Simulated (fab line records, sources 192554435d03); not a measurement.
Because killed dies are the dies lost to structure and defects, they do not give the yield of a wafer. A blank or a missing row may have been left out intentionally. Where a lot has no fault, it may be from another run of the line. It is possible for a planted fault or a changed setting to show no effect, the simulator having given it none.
Chamber matching / flow n5Finfet / aldSin-04 running N5_ILD0_ALD_15: 4 sister chambers
The step deposits SiNx, target thk 24 nm, pulse time 1 s, ald cycles 480. 22 wafers are shown with their chamber, then 11 later ones without.

EACH WAFER AND ITS CHAMBER
wafer=L074.2; chamber=1; heaterPowerW (W)=847; precursorPulseHeightRel=1.011
wafer=L074.3; chamber=2; heaterPowerW (W)=766; precursorPulseHeightRel=0.999
wafer=L074.6; chamber=2; heaterPowerW (W)=757; precursorPulseHeightRel=1.011
wafer=L075.2; chamber=2; heaterPowerW (W)=758; precursorPulseHeightRel=1.042
wafer=L075.5; chamber=0; heaterPowerW (W)=763; precursorPulseHeightRel=1.011
wafer=L075.6; chamber=3; heaterPowerW (W)=874; precursorPulseHeightRel=0.978
wafer=L080.1; chamber=3; heaterPowerW (W)=880; precursorPulseHeightRel=1.017
wafer=L080.3; chamber=1; heaterPowerW (W)=878; precursorPulseHeightRel=0.982
wafer=L080.4; chamber=2; heaterPowerW (W)=771; precursorPulseHeightRel=0.995
wafer=L081.1; chamber=0; heaterPowerW (W)=773; precursorPulseHeightRel=1.026
wafer=L081.3; chamber=1; heaterPowerW (W)=871; precursorPulseHeightRel=0.965
wafer=L081.5; chamber=1; heaterPowerW (W)=868; precursorPulseHeightRel=0.985
wafer=L082.2; chamber=3; heaterPowerW (W)=871; precursorPulseHeightRel=0.968
wafer=L082.4; chamber=2; heaterPowerW (W)=761; precursorPulseHeightRel=1.014
wafer=L082.6; chamber=3; heaterPowerW (W)=864; precursorPulseHeightRel=0.981
wafer=L086.1; chamber=1; heaterPowerW (W)=868; precursorPulseHeightRel=0.971
wafer=L086.2; chamber=2; heaterPowerW (W)=778; precursorPulseHeightRel=0.981
wafer=L086.5; chamber=2; heaterPowerW (W)=763; precursorPulseHeightRel=1.019
wafer=L089.1; chamber=3; heaterPowerW (W)=857; precursorPulseHeightRel=0.995
wafer=L089.2; chamber=1; heaterPowerW (W)=886; precursorPulseHeightRel=1.004
wafer=L089.4; chamber=0; heaterPowerW (W)=757; precursorPulseHeightRel=1.037
wafer=L092.2; chamber=3; heaterPowerW (W)=836; precursorPulseHeightRel=1.006

SIGNATURES (means of the wafers above)
reading=heaterPowerW; chamber 0=764.33; chamber 1=869.67; chamber 2=764.86; chamber 3=863.67; scatter within a chamber=11.9
reading=precursorPulseHeightRel; chamber 0=1.02467; chamber 1=0.98633; chamber 2=1.00871; chamber 3=0.99083; scatter within a chamber=0.0182
Rule: a wafer's distance from a chamber is the root of the sum, over the readings, of the square of ((its reading less the chamber's mean) divided by the reading's scatter). The wafer belongs to the nearest chamber; if the next one is less than 2 further off, it can't be placed. The scatter: take each reading less its chamber's mean, square it, sum over the shown wafers, divide by the number of wafers less the number of chambers, and take the root.

WAFERS WHOSE CHAMBER IS MISSING
wafer=L092.4; heaterPowerW (W)=773; precursorPulseHeightRel=1.005
wafer=L092.6; heaterPowerW (W)=790; precursorPulseHeightRel=1.012
wafer=L093.2; heaterPowerW (W)=870; precursorPulseHeightRel=0.984
wafer=L093.5; heaterPowerW (W)=851; precursorPulseHeightRel=0.977
wafer=L093.6; heaterPowerW (W)=786; precursorPulseHeightRel=1.022
wafer=L094.1; heaterPowerW (W)=842; precursorPulseHeightRel=1.009
wafer=L094.4; heaterPowerW (W)=768; precursorPulseHeightRel=1.011
wafer=L094.6; heaterPowerW (W)=874; precursorPulseHeightRel=0.985
wafer=L095.1; heaterPowerW (W)=862; precursorPulseHeightRel=0.990
wafer=L095.3; heaterPowerW (W)=764; precursorPulseHeightRel=0.994
wafer=L095.4; heaterPowerW (W)=770; precursorPulseHeightRel=0.971

CHAMBER TAKEN BY EACH
wafer=L092.4; from the rows above=can't be placed: 2 or 0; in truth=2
wafer=L092.6; from the rows above=can't be placed: 2 or 0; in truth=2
wafer=L093.2; from the rows above=can't be placed: 1 or 3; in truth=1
wafer=L093.5; from the rows above=can't be placed: 3 or 1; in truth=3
wafer=L093.6; from the rows above=can't be placed: 0 or 2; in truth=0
wafer=L094.1; from the rows above=can't be placed: 3 or 1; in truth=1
wafer=L094.4; from the rows above=can't be placed: 2 or 0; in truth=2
wafer=L094.6; from the rows above=can't be placed: 1 or 3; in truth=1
wafer=L095.1; from the rows above=can't be placed: 3 or 1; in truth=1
wafer=L095.3; from the rows above=can't be placed: 2 or 0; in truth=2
wafer=L095.4; from the rows above=can't be placed: 2 or 0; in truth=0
Placed correctly: 0 of 11. Cannot be placed on the basis of these rows: 11; the candidates contain the true chamber in 11. Wrongly placed: 0.
